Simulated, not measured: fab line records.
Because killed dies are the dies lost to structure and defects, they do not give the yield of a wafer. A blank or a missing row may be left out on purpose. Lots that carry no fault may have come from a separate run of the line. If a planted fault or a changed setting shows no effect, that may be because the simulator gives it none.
fab line records ; flow n5-finfet ; part 1 of 2: steps 1 to 21 of 28
[record] lots = 5; wafers = 15; last-day = 15
route steps=1938 shown BEOL_M8@1349
lots untouched by any fault: they come from a run of this same line in which no faults occurred
start-h: the number of hours between the record's first day and the start of the first shown wafer of the lot ; wait-h: hours from the lot's prior step to this one ; " the same as in the row above ; L1.1+2: a single row standing in for several wafers ; - value missing, or start not given ; * or withheld: withheld ; < > ~ a bound
route shown NAME@n: names a module that has steps shown in the file, with the first one's number in the route ; usual: mean/standard deviation of fault-free wafers ; same: alike in all rows ; chamber/n: place in a boat ; sites: the reading at each site ; _std_site: how widely they spread, as a standard deviation ; _edge_site: inner sites' mean taken away from outer sites' mean ; radius-mm: how far each site lies from the wafer's centre ; mask NAME#n: copy n ; behind: the most recent tool/chamber to have shaped the wafer ; hold: the reason the lot was held/the length of the hold in hours/how it ended ; device: names the non-switching transistor (n, p or np) ; end of line: at the end of the route, the tests of the same wafers ; a step with no rows: only its recipe ; killed: the dies lost at the first sort to structure and to defects; this is not the yield of the wafer ; map: a wafer's dies, marking killed ones x, the rest . and places with no die _
set.NAME: the setting as run; set.NAME@STEP: as run at that earlier step ; model.NAME: the simulator's own value behind a step, which no gauge read
lots at selected steps of the route; one table per step, one row per wafer
services: when a tool's chamber went out of use (start-h, in hours from the record's first day, below 0 if earlier), for how many hours, and the reason
[[steps]]
[step N5_BEOL_M8_ETCH_61]
[recipe] chemistry = CF4; target = SiARC; target-depth-a = 455; mask-material = CAR-ArF; time-s = 75.8; ion-energy-ev = 80; pressure-mtorr = 40; source-w = 545; bias-w = 36; Ar_flow_sccm = 100; cf4-flow-sccm = 100; ends = cleared
[usual] drypump-motor-current-A = 5.5/0.55; etch-rf-on-time-s = 75.1/2.1; oes-product-au = 0.70/0.077; rf-vpp-V = 184.5/1.1; showerhead-plenum-p-Torr = 2.18/0.071; throttle-valve-pct = 15.58/0.2
lot.wafer;tool;chamber;start-h;wait-h;drypump-motor-current-A;etch-rf-on-time-s;oes-product-au;rf-hours-counter-h;rf-vpp-V;showerhead-plenum-p-Torr;throttle-valve-pct
L080.2;rie-diel-04;0;236.71;0.0;6.7;75.0;0.62;205;184.7;2.21;15.75
L080.4;rie-diel-04;0;236.71;0.0;6.7;75.0;0.63;-;185.1;2.21;15.74
L080.6;rie-diel-04;2;236.71;0.0;5.6;77.2;0.77;-;184.4;2.08;15.42
L084.1;rie-diel-05;1;260.50;0.0;5.4;72.9;0.78;29;186.4;2.25;15.58
L084.4;rie-diel-05;1;260.50;0.0;5.3;73.4;0.77;-;185.1;2.25;15.59
L084.6;rie-diel-05;2;260.50;0.0;5.3;74.7;0.70;-;185.7;2.15;15.22
L083.1;rie-diel-05;0;265.42;0.0;4.8;71.5;0.82;20;186.3;2.28;15.49
L083.3;rie-diel-05;2;265.42;0.0;5.3;76.1;0.69;82;185.2;2.15;15.24
L083.6;rie-diel-05;0;265.42;0.0;4.8;72.3;0.82;-;186.7;2.28;15.49
L088.2;rie-diel-05;2;284.69;0.0;5.3;74.8;0.69;91;183.3;2.14;15.24
L088.4;rie-diel-05;0;284.69;0.0;4.8;70.9;0.80;-;185.8;2.27;15.51
L088.6;rie-diel-05;1;284.69;0.0;5.3;72.5;0.76;-;184.8;2.25;15.61
L089.1;rie-diel-06;3;285.14;0.0;5.9;76.3;0.64;135;183.4;2.14;15.66
L089.2;rie-diel-06;1;285.14;0.0;4.8;76.0;0.58;245;183.1;2.10;15.87
L089.3;rie-diel-06;2;285.14;0.0;5.1;75.9;0.65;128;185.2;2.27;15.56
[step N5_BEOL_M8_ETCH_62]
[recipe] chemistry = N2/H2; target = SOC; target-depth-a = 1100; overetch-a = 220; mask-material = SiARC; temp-c = 40; time-s = 165; ion-energy-ev = 200; pressure-mtorr = 30; source-w = 840; bias-w = 150; n2-flow-sccm = 200; h2-flow-sccm = 200
[usual] drypump-motor-current-A = 5.5/0.55; n2-flow-sccm = 200.1/0.54; oes-product-au = 0.69/0.069; rf-vpp-V = 525.2/2.4; showerhead-plenum-p-Torr = 2.59/0.086; throttle-valve-pct = 17.81/0.19
lot.wafer;tool;chamber;start-h;wait-h;drypump-motor-current-A;n2-flow-sccm;oes-product-au;rf-hours-counter-h;rf-vpp-V;showerhead-plenum-p-Torr;throttle-valve-pct
L080.2;rie-diel-04;0;236.76;0.0;6.7;199.7;0.61;205;527.3;2.63;17.91
L080.4;rie-diel-04;0;236.76;0.0;6.7;199.6;0.61;-;525.9;2.63;17.92
L080.6;rie-diel-04;2;236.76;0.0;5.7;199.0;0.78;-;522.1;2.48;17.66
L084.1;rie-diel-05;1;260.56;0.0;5.3;199.6;0.75;29;527.0;2.71;17.95
L084.4;rie-diel-05;1;260.56;0.0;5.3;198.7;0.77;-;526.7;2.71;17.96
L084.6;rie-diel-05;2;260.56;0.0;5.3;200.8;0.70;-;525.2;2.57;17.46
L083.1;rie-diel-05;0;265.47;0.0;4.8;199.7;0.79;21;528.7;2.71;17.74
L083.3;rie-diel-05;2;265.47;0.0;5.3;200.6;0.70;82;525.2;2.56;17.47
L083.6;rie-diel-05;0;265.47;0.0;4.8;199.2;0.79;-;528.7;2.71;17.74
L088.2;rie-diel-05;2;284.74;0.0;5.3;200.1;0.69;91;526.0;2.56;17.47
L088.4;rie-diel-05;0;284.74;0.0;4.8;199.7;0.77;-;527.8;2.71;17.76
L088.6;rie-diel-05;1;284.74;0.0;5.3;199.9;0.74;-;528.1;2.70;17.98
L089.1;rie-diel-06;3;285.20;0.0;5.9;199.8;0.65;135;524.3;2.55;17.86
L089.2;rie-diel-06;1;285.20;0.0;4.8;199.4;0.57;245;521.9;2.49;17.96
L089.3;rie-diel-06;2;285.20;0.0;5.1;200.1;0.64;128;527.6;2.67;17.73
[step N5_BEOL_M8_STRIP_68]
[recipe] chemistry = N2/H2; temp-c = 40; n2-flow-sccm = 200; h2-flow-sccm = 200; rf-frequency-hz = 6e+07
lot.wafer;tool;chamber;start-h;wait-h
L080.2+4+6;rie-diel-04;0,0,2;236.90;0.1
L084.1+4+6;rie-diel-05;1,1,2;260.69;0.1
L083.1+3+6;rie-diel-05;0,2,0;265.61;0.1
L088.2+4+6;rie-diel-05;2,0,1;284.88;0.1
L089.1+2+3;rie-diel-06;3,1,2;285.33;0.1
[step N5_BEOL_M8_STRIP_67]
[recipe] chemistry = CF4; resist = SiARC; power-w = 300; bias-power-w = 75; pressure-mtorr = 50; cf4-flow-sccm = 150; rf-frequency-hz = 6e+07
[usual] drypump-motor-current-A = 5.5/0.55; oes-product-au = 0.81/0.081; rf-vpp-V = 271.7/1.5; showerhead-plenum-p-Torr = 1.83/0.056; throttle-valve-pct = 13.55/0.2
lot.wafer;tool;chamber;start-h;wait-h;drypump-motor-current-A;oes-product-au;rf-hours-counter-h;rf-vpp-V;showerhead-plenum-p-Torr;throttle-valve-pct
L080.2;rie-diel-04;0;236.91;0.0;6.7;0.72;205;271.9;1.86;13.77
L080.4;rie-diel-04;0;236.91;0.0;6.7;0.72;-;273.8;1.86;13.77
L080.6;rie-diel-04;2;236.91;0.0;5.7;0.91;-;272.1;1.76;13.41
L084.1;rie-diel-05;1;260.70;0.0;5.3;0.89;29;273.5;1.89;13.52
L084.4;rie-diel-05;1;260.70;0.0;5.3;0.89;-;272.5;1.89;13.54
L084.6;rie-diel-05;2;260.70;0.0;5.3;0.82;-;272.7;1.81;13.26
L083.1;rie-diel-05;0;265.62;0.0;4.8;0.94;21;272.3;1.89;13.37
L083.3;rie-diel-05;2;265.62;0.0;5.3;0.82;82;270.9;1.81;13.26
L083.6;rie-diel-05;0;265.62;0.0;4.8;0.93;-;273.0;1.89;13.36
L088.2;rie-diel-05;2;284.89;0.0;5.3;0.81;91;272.1;1.81;13.27
L088.4;rie-diel-05;0;284.89;0.0;4.8;0.90;-;273.3;1.89;13.37
L088.6;rie-diel-05;1;284.89;0.0;5.3;0.87;-;273.2;1.88;13.55
L089.1;rie-diel-06;3;285.34;0.0;5.9;0.76;135;271.7;1.80;13.66
L089.2;rie-diel-06;1;285.34;0.0;4.8;0.69;245;269.5;1.77;13.92
L089.3;rie-diel-06;2;285.34;0.0;5.1;0.76;128;273.2;1.90;13.52
[step N5_BEOL_M8_HM_OPEN_17]
[recipe] chemistry = Cl2/BCl3; target-depth-a = 200; overetch-a = 60; target = TiN; mask-material = SOC; ion-energy-ev = 150; pressure-mtorr = 10; icp-w = 1000; bias-w = 126; Cl2_flow_sccm = 53.25; bcl3-flow-sccm = 21.75; Ar_flow_sccm = 25
[usual] drypump-motor-current-A = 5.7/0.38; he-backside-leak-sccm = 3.40/0.3; oes-product-au = 0.69/0.07; throttle-valve-pct = 21.96/0.15
lot.wafer;tool;chamber;start-h;wait-h;drypump-motor-current-A;he-backside-leak-sccm;oes-product-au;rf-hours-counter-h;throttle-valve-pct
L080.2;rie-metal-02;0;236.95;0.0;6.6;3.21;0.71;29;21.79
L080.4;rie-metal-02;1;236.95;0.0;5.8;3.19;0.72;-;21.98
L080.6;rie-metal-02;1;236.95;0.0;5.8;3.09;0.73;-;21.97
L084.1;rie-metal-03;0;260.74;0.0;5.3;3.31;0.73;24;21.85
L084.4;rie-metal-03;0;260.74;0.0;5.3;3.20;0.73;-;21.88
L084.6;rie-metal-03;0;260.74;0.0;5.3;3.46;0.72;-;21.87
L083.1;rie-metal-01;1;265.66;0.0;5.6;3.44;0.76;7;21.91
L083.3;rie-metal-01;1;265.66;0.0;5.6;3.41;0.76;-;21.93
L083.6;rie-metal-01;1;265.66;0.0;5.5;3.65;0.75;-;21.92
L088.2;rie-metal-03;0;284.96;0.1;5.3;3.31;0.70;-;21.87
L088.4;rie-metal-03;0;284.96;0.1;5.4;3.43;0.71;-;21.87
L088.6;rie-metal-03;0;284.96;0.1;5.4;3.15;0.71;-;21.88
L089.1;rie-metal-01;1;285.38;0.0;5.5;3.56;0.74;10;21.93
L089.2;rie-metal-01;1;285.38;0.0;5.6;3.47;0.74;-;21.94
L089.3;rie-metal-01;1;285.38;0.0;5.6;3.50;0.74;-;21.92
[step N5_BEOL_M8_STRIP_19]
[recipe] chemistry = O2; power-w = 400; temp-c = 40; pressure-mtorr = 30; rf-frequency-hz = 6e+07; bias-power-w = 0; overash-fraction = 0.2; o2-flow-sccm = 225
[usual] drypump-motor-current-A = 5.6/0.59; oes-product-au = 0.81/0.088; rf-vpp-V = 3.7/0.53; showerhead-plenum-p-Torr = 2.12/0.077; throttle-valve-pct = 16.68/0.15
lot.wafer;tool;chamber;start-h;wait-h;drypump-motor-current-A;oes-product-au;rf-hours-counter-h;rf-vpp-V;showerhead-plenum-p-Torr;throttle-valve-pct
L080.2;rie-diel-04;2;237.23;0.2;5.7;0.92;21;3.2;2.04;16.46
L080.4;rie-diel-04;0;237.23;0.2;6.7;0.71;-;3.8;2.14;16.65
L080.6;rie-diel-04;2;237.23;0.2;5.6;0.92;-;4.3;2.03;16.48
L084.1;rie-diel-06;0;260.85;0.1;6.2;0.96;10;4.7;2.04;16.57
L084.4;rie-diel-06;3;260.85;0.1;5.9;0.79;126;4.2;2.11;16.70
L084.6;rie-diel-06;2;260.85;0.1;5.1;0.76;-;3.8;2.22;16.54
L083.1;rie-diel-06;3;265.78;0.1;5.9;0.77;129;3.7;2.11;16.70
L083.3;rie-diel-06;1;265.78;0.1;4.8;0.68;239;3.4;2.04;16.78
L083.6;rie-diel-06;1;265.78;0.1;4.8;0.68;-;4.4;2.04;16.77
L088.2;rie-diel-04;1;285.13;0.1;5.9;0.93;16;4.2;2.16;16.93
L088.4;rie-diel-04;0;285.13;0.1;6.7;0.70;222;4.0;2.14;16.67
L088.6;rie-diel-04;1;285.13;0.1;5.9;0.92;-;3.7;2.16;16.92
L089.1;rie-diel-05;1;285.61;0.2;5.3;0.86;41;3.1;2.21;16.64
L089.2;rie-diel-05;0;285.61;0.2;4.8;0.91;31;3.5;2.25;16.66
L089.3;rie-diel-05;2;285.61;0.2;5.3;0.82;92;3.9;2.12;16.39
[step N5_BEOL_M8_CD_MEAS_18]
[recipe] pitch-nm = 80; target-cd-nm = 40
[usual] cd-nm = 40.4/0.74
lot.wafer;tool;chamber;start-h;wait-h;cd-nm
L080.2;cd-sem-02;-;237.30;0.1;40.7
L080.4;cd-sem-02;-;237.30;0.1;40.3
L080.6;cd-sem-02;-;237.30;0.1;41.6
L084.1;cd-sem-02;-;260.92;0.0;40.4
L084.4;cd-sem-02;-;260.92;0.0;41.1
L084.6;cd-sem-02;-;260.92;0.0;40.5
L083.1;cd-sem-02;-;265.85;0.0;40.2
L083.3;cd-sem-02;-;265.85;0.0;41.1
L083.6;cd-sem-02;-;265.85;0.0;41.2
L088.2;cd-sem-03;-;285.20;0.1;40.9
L088.4;cd-sem-03;-;285.20;0.1;40.9
L088.6;cd-sem-03;-;285.20;0.1;41.2
L089.1;cd-sem-01;-;285.68;0.0;40.1
L089.2;cd-sem-01;-;285.68;0.0;41.1
L089.3;cd-sem-01;-;285.68;0.0;39.8
[step N5_BEOL_M8_COAT_63]
[recipe] resist = SOC; temp-c = 250; time-s = 60; spin-rpm = 1500; resist-thk-nm = 60
lot.wafer;tool;chamber;start-h;wait-h
L080.2+4+6;litho-track-01;0;240.36;3.1
L084.1+4+6;litho-track-04;0;264.04;3.1
L083.1+3+6;litho-track-02;0;265.89;0.0
L089.1+2+3;litho-track-02;0;285.90;0.2
L088.2+4+6;litho-track-04;0;285.91;0.7
[step N5_BEOL_M8_COAT_64]
[recipe] resist = SiARC; temp-c = 220; time-s = 60; spin-rpm = 1500; resist-thk-nm = 12
lot.wafer;tool;chamber;start-h;wait-h
L080.2+4+6;litho-track-01;0;-;-
L084.1+4+6;litho-track-04;0;-;-
L083.1+3+6;litho-track-02;0;-;-
L089.1+2+3;litho-track-02;0;-;-
L088.2+4+6;litho-track-04;0;-;-
[step N5_BEOL_M8_COAT_71]
[recipe] resist = underlayer; temp-c = 205; time-s = 60; spin-rpm = 1500; resist-thk-nm = 5
lot.wafer;tool;chamber;start-h;wait-h
L080.2+4+6;litho-track-01;0;-;-
L084.1+4+6;litho-track-04;0;-;-
L083.1+3+6;litho-track-02;0;-;-
L089.1+2+3;litho-track-02;0;-;-
L088.2+4+6;litho-track-04;0;-;-
[step N5_BEOL_M8_COAT_22]
[recipe] resist = CAR-EUV; spin-rpm = 1500; resist-thk-nm = 30
lot.wafer;tool;chamber;start-h;wait-h
L080.2+4+6;litho-track-01;0;-;-
L084.1+4+6;litho-track-04;0;-;-
L083.1+3+6;litho-track-02;0;-;-
L089.1+2+3;litho-track-02;0;-;-
L088.2+4+6;litho-track-04;0;-;-
[step N5_BEOL_M8_EBR_24]
[recipe] solvent = PGMEA; ebr-width-mm = 1.5
lot.wafer;tool;chamber;start-h;wait-h
L080.2+4+6;litho-track-01;0;-;-
L084.1+4+6;litho-track-04;0;-;-
L083.1+3+6;litho-track-02;0;-;-
L089.1+2+3;litho-track-02;0;-;-
L088.2+4+6;litho-track-04;0;-;-
[step N5_BEOL_M8_SOFTBAKE_23]
[recipe] temp-c = 110; time-s = 60; resist = CAR-EUV
lot.wafer;tool;chamber;start-h;wait-h
L080.2+4+6;litho-track-01;0;-;-
L084.1+4+6;litho-track-04;0;-;-
L083.1+3+6;litho-track-02;0;-;-
L089.1+2+3;litho-track-02;0;-;-
L088.2+4+6;litho-track-04;0;-;-
[step N5_BEOL_M8_EXPOSE_25]
[recipe] mask-id = V7; na = 0.33; source-shape = annular; sigma-inner = 0.4; sigma-outer = 0.8; polarization = unpolarized; target-cd-nm = 40; dose-mj = 42.5
lot.wafer;tool;chamber;start-h;wait-h;mask
L080.2+4+6;euv-scanner-02;0;240.67;-;V7#0
L084.1+4+6;euv-scanner-02;0;264.18;-;V7#0
L083.1+3+6;euv-scanner-02;0;266.02;-;V7#0
L089.1+2+3;euv-scanner-01;0;286.04;-;V7#0
L088.2+4+6;euv-scanner-01;0;286.09;-;V7#0
[step N5_BEOL_M8_PEB_26]
[recipe] peb-temp-c = 100; peb-time-s = 60; resist = CAR-EUV
[same] peb-time-s = 60
lot.wafer;tool;chamber;start-h;wait-h
L080.2+4+6;litho-track-02;0;240.73;0.1
L084.1+4+6;litho-track-02;0;264.25;0.1
L083.1+3+6;litho-track-04;0;266.09;0.1
L089.1+2+3;litho-track-02;0;286.10;0.1
L088.2+4+6;litho-track-04;0;286.15;0.1
[step N5_BEOL_M8_DEVELOP_27]
[recipe] develop-time-s = 30; developer = TMAH; resist = CAR-EUV; rinse-liquid = surfactant-rinse; dry = air-spin; dev-temp-c = 23
lot.wafer;tool;chamber;start-h;wait-h
L080.2+4+6;litho-track-02;0;-;-
L084.1+4+6;litho-track-02;0;-;-
L083.1+3+6;litho-track-04;0;-;-
L089.1+2+3;litho-track-02;0;-;-
L088.2+4+6;litho-track-04;0;-;-
[step N5_BEOL_M8_CD_MEAS_28]
[recipe] target-cd-nm = 40; landing-energy-ev = 500; detector = se-inlens
[usual] cd-nm = 39.93/0.24
lot.wafer;tool;chamber;start-h;wait-h;cd-nm
L080.2;cd-sem-03;0;240.80;-;39.50
L080.4;cd-sem-03;0;240.80;-;39.79
L080.6;cd-sem-03;0;240.80;-;39.69
L084.1;cd-sem-02;0;264.32;-;40.30
L084.4;cd-sem-02;0;264.32;-;40.23
L084.6;cd-sem-02;0;264.32;-;39.92
L083.1;cd-sem-01;0;266.15;-;39.97
L083.3;cd-sem-01;0;266.15;-;40.56
L083.6;cd-sem-01;0;266.15;-;40.28
L089.1;cd-sem-03;0;286.17;-;40.17
L089.2;cd-sem-03;0;286.17;-;39.93
L089.3;cd-sem-03;0;286.17;-;39.56
L088.2;cd-sem-02;0;286.21;-;40.09
L088.4;cd-sem-02;0;286.21;-;39.71
L088.6;cd-sem-02;0;286.21;-;39.56
[step N5_BEOL_M8_OVL_MEAS_29]
[recipe] points-per-wafer = 522
[usual] V7_OVL = 0.1/0.71
lot.wafer;tool;chamber;start-h;wait-h;V7_OVL[nm]
L080.2;overlay-01;0;240.83;0.0;0.1
L080.4;overlay-01;0;240.83;0.0;0.1
L080.6;overlay-01;0;240.83;0.0;0.1
L084.1;overlay-02;0;264.35;0.0;0.3
L084.4;overlay-02;0;264.35;0.0;-0.1
L084.6;overlay-02;0;264.35;0.0;0.8
L083.1;overlay-02;0;266.19;0.0;0.5
L083.3;overlay-02;0;266.19;0.0;-0.7
L083.6;overlay-02;0;266.19;0.0;0.4
L089.1;overlay-01;0;286.20;0.0;-0.5
L089.2;overlay-01;0;286.20;0.0;-0.2
L089.3;overlay-01;0;286.20;0.0;-0.3
L088.2;overlay-01;0;286.25;0.0;0.1
L088.4;overlay-01;0;286.25;0.0;-0.3
L088.6;overlay-01;0;286.25;0.0;-0.5
[step N5_BEOL_M8_INSPECT_30]
[recipe] mode = adi; inspect-instrument = brightfield
[usual] raw-defect-count = 402/98
lot.wafer;tool;chamber;start-h;wait-h;raw-defect-count
L080.2;defect-inspect-01;-;240.88;0.0;377
L080.4;defect-inspect-01;-;240.88;0.0;639
L080.6;defect-inspect-01;-;240.88;0.0;563
L084.1;defect-inspect-02;-;264.40;0.1;321
L084.4;defect-inspect-02;-;264.40;0.1;281
L084.6;defect-inspect-02;-;264.40;0.1;267
L083.1;defect-inspect-02;-;266.24;0.1;377
L083.3;defect-inspect-02;-;266.24;0.1;328
L083.6;defect-inspect-02;-;266.24;0.1;349
L089.1;defect-inspect-02;-;286.26;0.1;487
L089.2;defect-inspect-02;-;286.26;0.1;452
L089.3;defect-inspect-02;-;286.26;0.1;356
L088.2;defect-inspect-02;-;286.30;0.0;422
L088.4;defect-inspect-02;-;286.30;0.0;308
L088.6;defect-inspect-02;-;286.30;0.0;299
[step N5_BEOL_M8_DESCUM_33]
[recipe] chemistry = O2; time-s = 7; source-power-w = 50; bias-power-w = 20; pressure-mtorr = 20; rf-frequency-hz = 2.712e+07; temp-c = 40; resist = CAR-EUV; o2-flow-sccm = 225
[usual] drypump-motor-current-A = 5.4/0.51; oes-product-au = 0.83/0.084; rf-vpp-V = 243.9/1.4; showerhead-plenum-p-Torr = 2.14/0.076; throttle-valve-pct = 20.41/0.18
lot.wafer;tool;chamber;start-h;wait-h;drypump-motor-current-A;oes-product-au;rf-hours-counter-h;rf-vpp-V;showerhead-plenum-p-Torr;throttle-valve-pct
L080.2;rie-diel-06;1;241.15;0.3;4.8;0.69;231;242.1;2.04;20.42
L080.4;rie-diel-06;2;241.15;0.3;5.1;0.77;112;245.8;2.22;20.31
L080.6;rie-diel-06;2;241.15;0.3;5.1;0.77;-;243.6;2.22;20.31
L084.1;rie-diel-05;1;264.44;0.0;5.3;0.87;30;245.0;2.21;20.42
L084.4;rie-diel-05;2;264.44;0.0;5.3;0.84;-;244.2;2.12;20.17
L084.6;rie-diel-05;0;264.44;0.0;4.8;0.93;-;246.1;2.25;20.53
L083.1;rie-diel-05;0;266.33;0.1;4.8;0.93;21;245.1;2.25;20.54
L083.3;rie-diel-05;2;266.33;0.1;5.3;0.83;82;243.6;2.12;20.16
L083.6;rie-diel-05;2;266.33;0.1;5.3;0.83;-;243.5;2.12;20.16
L089.1;rie-diel-05;1;286.29;0.0;5.3;0.87;41;245.6;2.20;20.44
L089.2;rie-diel-05;2;286.29;0.0;5.3;0.83;92;243.9;2.12;20.19
L089.3;rie-diel-05;0;286.29;0.0;4.8;0.92;31;246.7;2.24;20.55
L088.2;rie-diel-05;0;286.69;0.4;4.8;0.91;31;245.9;2.24;20.55
L088.4;rie-diel-05;1;286.69;0.4;5.3;0.87;-;244.9;2.20;20.43
L088.6;rie-diel-05;2;286.69;0.4;5.3;0.83;-;245.1;2.11;20.20
[step N5_BEOL_M8_ETCH_72]
[recipe] chemistry = N2/H2; target = underlayer; target-depth-a = 65; mask-material = CAR-EUV; time-s = 5.2; ion-energy-ev = 200; pressure-mtorr = 30; source-w = 840; bias-w = 150; n2-flow-sccm = 200; h2-flow-sccm = 200; ends = cleared
[usual] drypump-motor-current-A = 5.4/0.51; etch-rf-on-time-s = 5.09/0.16; n2-flow-sccm = 200.1/0.61; oes-product-au = 0.71/0.08; rf-vpp-V = 525.4/2.5; showerhead-plenum-p-Torr = 2.60/0.085; throttle-valve-pct = 17.83/0.19
lot.wafer;tool;chamber;start-h;wait-h;drypump-motor-current-A;etch-rf-on-time-s;n2-flow-sccm;oes-product-au;rf-hours-counter-h;rf-vpp-V;showerhead-plenum-p-Torr;throttle-valve-pct
L080.2;rie-diel-06;1;241.19;0.0;4.8;5.19;200.8;0.58;231;523.0;2.50;17.96
L080.4;rie-diel-06;2;241.19;0.0;5.1;5.24;199.7;0.66;112;528.8;2.68;17.74
L080.6;rie-diel-06;2;241.19;0.0;5.1;5.20;200.7;0.66;-;525.3;2.68;17.74
L084.1;rie-diel-05;1;264.47;0.0;5.3;4.98;200.8;0.77;30;528.1;2.71;18.00
L084.4;rie-diel-05;2;264.47;0.0;5.3;5.26;199.2;0.70;-;524.4;2.56;17.50
L084.6;rie-diel-05;0;264.47;0.0;4.8;4.78;199.7;0.83;-;527.7;2.71;17.79
L083.1;rie-diel-05;0;266.36;0.0;4.8;4.80;199.5;0.83;21;528.9;2.71;17.78
L083.3;rie-diel-05;2;266.36;0.0;5.3;5.20;200.9;0.69;82;526.7;2.56;17.49
L083.6;rie-diel-05;2;266.36;0.0;5.3;5.17;200.2;0.69;-;525.3;2.56;17.51
L089.1;rie-diel-05;1;286.33;0.0;5.4;4.97;200.6;0.76;41;527.6;2.70;18.02
L089.2;rie-diel-05;2;286.33;0.0;5.3;5.24;200.5;0.68;92;524.8;2.56;17.54
L089.3;rie-diel-05;0;286.33;0.0;4.8;4.77;200.0;0.82;31;525.0;2.70;17.80
L088.2;rie-diel-05;0;286.73;0.0;4.8;4.75;199.9;0.82;31;525.4;2.70;17.82
L088.4;rie-diel-05;1;286.73;0.0;5.3;5.01;200.4;0.76;-;527.8;2.70;18.03
L088.6;rie-diel-05;2;286.73;0.0;5.3;5.17;200.0;0.69;-;526.4;2.56;17.52
